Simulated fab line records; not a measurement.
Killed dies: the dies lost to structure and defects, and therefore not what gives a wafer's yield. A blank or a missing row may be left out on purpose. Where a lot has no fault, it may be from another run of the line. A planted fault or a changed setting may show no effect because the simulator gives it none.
Chamber matching / flow nandHarc / NHARC_A_CONTACT_ALD_18 on aldMetal-02 has 4 sister chambers
The step deposits TiN, target thk 3 nm, pulse time 1 s, ald cycles 150. 18 wafers are shown with their chamber, then 9 later ones without.

== EACH WAFER AND ITS CHAMBER ==
wafer=L076.1; chamber=0; heaterPowerW (W)=984; precursorPulseHeightRel=1.014
wafer=L076.5; chamber=2; heaterPowerW (W)=944; precursorPulseHeightRel=1.021
wafer=L076.6; chamber=3; heaterPowerW (W)=1335; precursorPulseHeightRel=0.957
wafer=L075.2; chamber=0; heaterPowerW (W)=980; precursorPulseHeightRel=0.990
wafer=L075.3; chamber=3; heaterPowerW (W)=1388; precursorPulseHeightRel=0.993
wafer=L075.5; chamber=1; heaterPowerW (W)=932; precursorPulseHeightRel=1.005
wafer=L079.2; chamber=3; heaterPowerW (W)=1415; precursorPulseHeightRel=1.013
wafer=L079.4; chamber=1; heaterPowerW (W)=907; precursorPulseHeightRel=0.992
wafer=L079.5; chamber=0; heaterPowerW (W)=993; precursorPulseHeightRel=1.000
wafer=L077.1; chamber=0; heaterPowerW (W)=983; precursorPulseHeightRel=0.982
wafer=L077.5; chamber=2; heaterPowerW (W)=927; precursorPulseHeightRel=1.035
wafer=L077.6; chamber=3; heaterPowerW (W)=1376; precursorPulseHeightRel=1.008
wafer=L082.1; chamber=0; heaterPowerW (W)=999; precursorPulseHeightRel=1.015
wafer=L082.4; chamber=2; heaterPowerW (W)=912; precursorPulseHeightRel=0.996
wafer=L082.5; chamber=1; heaterPowerW (W)=937; precursorPulseHeightRel=1.009
wafer=L085.1; chamber=0; heaterPowerW (W)=983; precursorPulseHeightRel=1.023
wafer=L085.4; chamber=2; heaterPowerW (W)=864; precursorPulseHeightRel=1.026
wafer=L085.5; chamber=1; heaterPowerW (W)=906; precursorPulseHeightRel=0.988

SIGNATURES (averages over the wafers above)
reading=heaterPowerW; chamber 0=987.00; chamber 1=920.50; chamber 2=911.75; chamber 3=1378.50; scatter within a chamber=23.8
reading=precursorPulseHeightRel; chamber 0=1.00400; chamber 1=0.99850; chamber 2=1.01950; chamber 3=0.99275; scatter within a chamber=0.0176
Rule: a wafer's distance from a chamber is the root of the sum, over the readings, of the square of ((its reading less the chamber's mean) divided by the reading's scatter). The wafer belongs to the nearest chamber; if the next one is less than 2 further off, it can't be placed. The scatter is the square root of a quotient: the sum, over the shown wafers, of each reading's squared deviation from its chamber's mean, divided by wafers minus chambers.

== WAFERS WITHOUT THEIR CHAMBER ==
wafer=L090.1; heaterPowerW (W)=1029; precursorPulseHeightRel=1.006
wafer=L090.3; heaterPowerW (W)=1357; precursorPulseHeightRel=0.982
wafer=L090.4; heaterPowerW (W)=902; precursorPulseHeightRel=1.010
wafer=L091.1; heaterPowerW (W)=923; precursorPulseHeightRel=0.986
wafer=L091.3; heaterPowerW (W)=998; precursorPulseHeightRel=1.000
wafer=L091.5; heaterPowerW (W)=869; precursorPulseHeightRel=0.993
wafer=L095.1; heaterPowerW (W)=994; precursorPulseHeightRel=0.975
wafer=L095.3; heaterPowerW (W)=881; precursorPulseHeightRel=0.936
wafer=L095.4; heaterPowerW (W)=1424; precursorPulseHeightRel=0.999

== WHICH CHAMBER EACH ONE RAN IN ==
wafer=L090.1; from the rows above=0; in truth=0
wafer=L090.3; from the rows above=3; in truth=3
wafer=L090.4; from the rows above=can't be placed: 2 or 1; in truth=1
wafer=L091.1; from the rows above=can't be placed: 1 or 2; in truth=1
wafer=L091.3; from the rows above=0; in truth=0
wafer=L091.5; from the rows above=can't be placed: 1 or 2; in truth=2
wafer=L095.1; from the rows above=can't be placed: 0 or 1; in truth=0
wafer=L095.3; from the rows above=can't be placed: 1 or 2 or 0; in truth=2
wafer=L095.4; from the rows above=3; in truth=3
Correct placement for 4 of the 9. Can't be placed from these rows: 5 (the true chamber is among the candidates in 5). 0 placed wrongly.
